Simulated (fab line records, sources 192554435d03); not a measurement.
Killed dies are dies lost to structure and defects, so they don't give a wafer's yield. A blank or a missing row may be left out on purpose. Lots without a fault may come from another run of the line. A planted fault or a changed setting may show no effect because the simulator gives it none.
Which tool did it? | flow n5_finfet | 9 lots, 27 wafers sampled, at 6 steps of a route of 1938

WHAT THE GAUGES READ, wafer by wafer
N5_DUMMY_REMOVAL_INSPECT_06: inspects for defects (brightfield). Usual: raw_defect_count 11, standard deviation 5.7.
lot  | measured    | on                | raw_defect_count | flag
L251 | day 3 22:28 | defect_inspect-01 | 13 25 19         |
L254 | day 4 14:05 | defect_inspect-01 | 17 3 10          |
L256 | day 5 05:40 | defect_inspect-01 | 18 17 15         |
L260 | day 6 06:43 | defect_inspect-02 | 2 10 16          |
L262 | day 6 17:31 | defect_inspect-01 | 4 9 12           |
L264 | day 7 05:24 | defect_inspect-02 | 9 10 12          |
L268 | day 8 07:19 | defect_inspect-02 | 5 6 10           |
L270 | day 8 18:24 | defect_inspect-02 | 7 3 3            |
L273 | day 9 09:44 | defect_inspect-02 | 8 7 8            |

N5_HKMG_FIN_CD_MEAS_49: target cd 202 nm. Usual: cd_nm 202.1 nm, standard deviation 0.86.
lot  | measured    | on        | cd_nm (nm)        | flag
L251 | day 3 23:47 | cd_sem-01 | 201.6 201.4 201.6 |
L254 | day 4 15:24 | cd_sem-01 | 202.0 200.6 202.0 |
L256 | day 5 07:10 | cd_sem-03 | 201.5 202.0 200.9 |
L260 | day 6 07:58 | cd_sem-03 | 202.0 202.7 202.5 |
L262 | day 6 18:51 | cd_sem-02 | 203.0 202.9 202.6 |
L264 | day 7 06:55 | cd_sem-03 | 202.4 203.0 202.7 |
L268 | day 8 08:39 | cd_sem-02 | 203.0 202.6 201.7 |
L270 | day 8 19:47 | cd_sem-02 | 209.5 209.5 209.2 | OFF
L273 | day 9 11:02 | cd_sem-01 | 209.8 209.7 209.5 | OFF

N5_BEOL_M4_RC_MEAS_101. Usual: DIBL_N 36.8 mV/V, standard deviation 1.5; DIBL_P 37.1 mV/V, standard deviation 2.1; IOFF_N 0.168 nA/um, standard deviation 0.03; IOFF_P 0.22 nA/um, standard deviation 0.034; ION_N 679 uA/um, standard deviation 12; ION_P 466 uA/um, standard deviation 8; SS_N 71.7 mV/dec, standard deviation 0.58; SS_P 73.5 mV/dec, standard deviation 0.67; VT_N 248.8 mV, standard deviation 2.7; VT_P -250 mV, standard deviation 3.3.
lot  | measured     | on        | DIBL_N (mV/V)  | DIBL_P (mV/V)  | IOFF_N (nA/um)    | IOFF_P (nA/um) | ION_N (uA/um) | ION_P (uA/um) | SS_N (mV/dec)  | SS_P (mV/dec)  | VT_N (mV)         | VT_P (mV)      | flag
L251 | day 7 12:11  | prober-02 | 38.6 34.9 38.5 | 39.9 35.0 39.9 | 0.204 0.135 0.213 | 0.24 0.17 0.25 | 683 662 679   | 463 455 466   | 73.2 71.3 71.6 | 74.1 73.5 74.3 | 247.3 250.8 244.0 | -249 -256 -247 |
L254 | day 8 13:56  | prober-02 | 36.8 37.9 37.9 | 36.8 38.8 37.6 | 0.162 0.184 0.190 | 0.26 0.29 0.26 | 690 689 704   | 482 479 486   | 71.3 71.8 71.9 | 73.5 74.2 73.5 | 248.8 249.6 246.3 | -246 -242 -246 |
L256 | day 8 17:46  | prober-01 | 37.7 39.2 34.7 | 38.3 37.7 33.1 | 0.187 0.213 0.126 | 0.26 0.24 0.17 | 678 680 667   | 467 460 458   | 72.6 72.9 71.5 | 74.2 73.9 73.1 | 247.7 248.0 252.7 | -246 -247 -252 |
L260 | day 9 17:22  | prober-01 | 38.6 35.1 37.7 | 40.4 36.2 38.2 | 0.222 0.148 0.178 | 0.23 0.16 0.20 | 688 680 673   | 457 458 457   | 71.9 70.8 72.5 | 74.1 72.7 73.5 | 245.8 249.5 249.2 | -253 -257 -254 |
L262 | day 10 21:23 | prober-01 | 35.2 34.9 33.5 | 34.7 33.7 31.6 | 0.149 0.131 0.115 | 0.19 0.18 0.15 | 680 663 658   | 466 459 449   | 71.2 71.7 71.1 | 73.7 73.0 72.5 | 248.8 252.6 254.1 | -253 -254 -255 |
L264 | day 11 02:07 | prober-02 | 34.3 36.4 35.6 | 32.5 34.9 34.2 | 0.132 0.166 0.152 | 0.19 0.22 0.21 | 662 676 670   | 465 470 461   | 70.9 71.2 71.0 | 73.3 73.4 74.0 | 250.2 247.7 249.4 | -251 -250 -250 |
L268 | day 12 05:23 | prober-01 | 35.7 33.8 37.9 | 36.8 33.9 39.5 | 0.139 0.118 0.169 | 0.22 0.17 0.27 | 681 674 676   | 472 468 471   | 71.1 70.9 71.7 | 73.4 72.4 73.9 | 252.4 253.6 244.6 | -251 -252 -246 |
L270 | day 12 11:42 | prober-01 | 36.0 36.6 33.2 | 37.5 37.5 33.1 | 0.143 0.163 0.102 | 0.21 0.20 0.15 | 670 677 651   | 462 460 451   | 72.4 72.0 71.3 | 74.4 73.6 72.1 | 250.8 247.4 255.1 | -251 -251 -254 |
L273 | day 13 08:35 | prober-02 | 33.4 34.7 36.5 | 33.0 34.8 36.2 | 0.126 0.147 0.164 | 0.19 0.22 0.26 | 679 681 678   | 469 472 474   | 71.3 71.5 72.4 | 72.9 73.4 73.0 | 252.8 252.4 248.7 | -251 -247 -246 |

WHICH TOOL RAN EACH LOT (tool, then ch and the chambers of the sampled wafers, then the start)
lot  | N5_DUMMY_REMOVAL_STRIP_10         | N5_HKMG_FIN_EXPOSE_46             | N5_HKMG_FIN_STRIP_57
L251 | rie_diel-05 ch 1,3, day 3 22:19   | arfi_scanner-03 ch 0, day 3 23:39 | rie_diel-01 ch 1,2, day 4 00:10
L254 | rie_diel-03 ch 1,2,3, day 4 13:56 | arfi_scanner-03 ch 0, day 4 15:17 | rie_diel-01 ch 1,2,3, day 4 15:58
L256 | rie_diel-04 ch 0,2,3, day 5 05:30 | arfi_scanner-01 ch 0, day 5 07:02 | rie_diel-01 ch 0,2,3, day 5 07:32
L260 | rie_diel-05 ch 2,3, day 6 06:32   | arfi_scanner-03 ch 0, day 6 07:51 | rie_diel-02 ch 0,1, day 6 08:20
L262 | rie_diel-05 ch 0,2, day 6 17:19   | arfi_scanner-02 ch 0, day 6 18:44 | rie_diel-06 ch 1,2,3, day 6 19:13
L264 | rie_diel-03 ch 0,1,2, day 7 05:14 | arfi_scanner-03 ch 0, day 7 06:47 | rie_diel-01 ch 1,3, day 7 07:17
L268 | rie_diel-05 ch 0,1,3, day 8 07:10 | arfi_scanner-01 ch 0, day 8 08:31 | rie_diel-06 ch 1,3, day 8 09:02
L270 | rie_diel-03 ch 0,1,2, day 8 18:14 | arfi_scanner-03 ch 0, day 8 19:40 | rie_diel-01 ch 1,2,3, day 8 20:13
L273 | rie_diel-05 ch 0,1, day 9 09:35   | arfi_scanner-03 ch 0, day 9 10:55 | rie_diel-06 ch 0,2, day 9 11:33
- N5_DUMMY_REMOVAL_STRIP_10: strips in N2/H2, time 40 s.
- N5_HKMG_FIN_EXPOSE_46: exposes mask NDIPOLE.
- N5_HKMG_FIN_STRIP_57: strips in CF4.

WHAT THE TOOLS THEMSELVES READ (means of the sampled wafers that have a number; where no wafer has one, the mark that the record gives instead)
N5_DUMMY_REMOVAL_STRIP_10. Usual: drypump_motor_current_A 5.85 A, standard deviation 0.23; oes_product_au 0.76 a.u., standard deviation 0.072; rf_vpp_V 45.3 V, standard deviation 0.88; showerhead_plenum_p_Torr 3.34 Torr, standard deviation 0.11; throttle_valve_pct 12.34 %, standard deviation 0.19.
lot  | tool        | drypump_motor_current_A (A) | oes_product_au (a.u.) | rf_vpp_V (V) | showerhead_plenum_p_Torr (Torr) | throttle_valve_pct (%) | flag
L251 | rie_diel-05 | 5.91                        | 0.75                  | 45.0         | 3.28                            | 12.27                  |
L254 | rie_diel-03 | 5.71                        | 0.75                  | 45.4         | 3.33                            | 12.36                  |
L256 | rie_diel-04 | 5.81                        | 0.74                  | 45.2         | 3.27                            | 12.31                  |
L260 | rie_diel-05 | 5.89                        | 0.85                  | 46.2         | 3.47                            | 12.21                  |
L262 | rie_diel-05 | 5.83                        | 0.76                  | 44.9         | 3.42                            | 12.48                  |
L264 | rie_diel-03 | 5.88                        | 0.76                  | 45.0         | 3.37                            | 12.44                  |
L268 | rie_diel-05 | 5.84                        | 0.71                  | 45.6         | 3.30                            | 12.47                  |
L270 | rie_diel-03 | 5.88                        | 0.74                  | 44.8         | 3.37                            | 12.45                  |
L273 | rie_diel-05 | 5.78                        | 0.68                  | 44.8         | 3.33                            | 12.60                  |

N5_HKMG_FIN_EXPOSE_46. Usual: exposure_dose_mJ_cm2 39.98, standard deviation 0.038; focus_offset_nm -0.1 nm, standard deviation 0.59.
lot  | tool            | exposure_dose_mJ_cm2 | focus_offset_nm (nm) | flag
L251 | arfi_scanner-03 | 40.01                | 0.2                  |
L254 | arfi_scanner-03 | 39.95                | 0.6                  |
L256 | arfi_scanner-01 | 39.98                | -0.1                 |
L260 | arfi_scanner-03 | 39.92                | -0.0                 |
L262 | arfi_scanner-02 | 40.00                | 0.1                  |
L264 | arfi_scanner-03 | 39.99                | -0.6                 |
L268 | arfi_scanner-01 | 39.99                | -0.2                 |
L270 | arfi_scanner-03 | 45.13                | -0.5                 | OFF
L273 | arfi_scanner-03 | 44.13                | 0.2                  | OFF

N5_HKMG_FIN_STRIP_57. Usual: drypump_motor_current_A 5.6 A, standard deviation 0.49; oes_product_au 0.80 a.u., standard deviation 0.092; rf_vpp_V 271.2 V, standard deviation 1.4; showerhead_plenum_p_Torr 1.79 Torr, standard deviation 0.058; throttle_valve_pct 13.58 %, standard deviation 0.27.
lot  | tool        | drypump_motor_current_A (A) | oes_product_au (a.u.) | rf_vpp_V (V) | showerhead_plenum_p_Torr (Torr) | throttle_valve_pct (%) | flag
L251 | rie_diel-01 | 5.4                         | 0.74                  | 271.1        | 1.76                            | 13.84                  |
L254 | rie_diel-01 | 5.5                         | 0.80                  | 271.0        | 1.78                            | 13.65                  |
L256 | rie_diel-01 | 5.4                         | 0.79                  | 270.5        | 1.80                            | 13.57                  |
L260 | rie_diel-02 | 5.8                         | 0.87                  | 272.6        | 1.85                            | 13.36                  |
L262 | rie_diel-06 | 5.7                         | 0.83                  | 271.0        | 1.78                            | 13.57                  |
L264 | rie_diel-01 | 5.1                         | 0.79                  | 269.9        | 1.73                            | 13.71                  |
L268 | rie_diel-06 | 5.8                         | 0.82                  | 270.1        | 1.74                            | 13.48                  |
L270 | rie_diel-01 | 5.5                         | 0.84                  | 269.6        | 1.77                            | 13.54                  |
L273 | rie_diel-06 | 5.6                         | 0.73                  | 272.4        | 1.85                            | 13.77                  |

THE ANSWER, worked out from the rows above alone
Rule: a lot is off if the mean of its wafers that have a number lies more than 3 standard deviations from the usual mean. A lot without any number at a reading at which 4 lots or more have one is off too. The other lots that the step has rows for count as sound. The gauges are gone through in route order, then the tools' own readings, and for those a lot's mean is taken as printed above. The first step at which some lot is off is used, and at that step the reading that is off furthest; a lot without a number counts as furthest.
Off: L270, L273, at N5_HKMG_FIN_CD_MEAS_49 (cd_nm).
A tool fits if, at a process step before that reading, it ran every lot that is off, and no sound lot after the first of them. The gauges at N5_HKMG_FIN_CD_MEAS_49 aren't tried: what is off there is off at N5_HKMG_FIN_EXPOSE_46 too, on other tools, and a gauge's error can't cause that. One fits: arfi_scanner-03 at N5_HKMG_FIN_EXPOSE_46. Its last sound lot is L264 (day 7 06:47), its first lot that is off L270 (day 8 19:40): a fault that began between those two fits.
The tool's own readings at N5_HKMG_FIN_EXPOSE_46 bear it out: on the lots that are off they differ by more than 5 times the standard deviation of the sound lots' means. exposure_dose_mJ_cm2 reads 44.63 there against 39.98 on the sound lots.

WHAT THE SIMULATOR HAD PUT IN
Process parameter drift: arfi_scanner-03, from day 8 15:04 on, at N5_HKMG_FIN_EXPOSE_46. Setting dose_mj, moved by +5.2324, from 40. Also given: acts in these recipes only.
Lots struck among those shown: L270, L273. The rule above found the same.
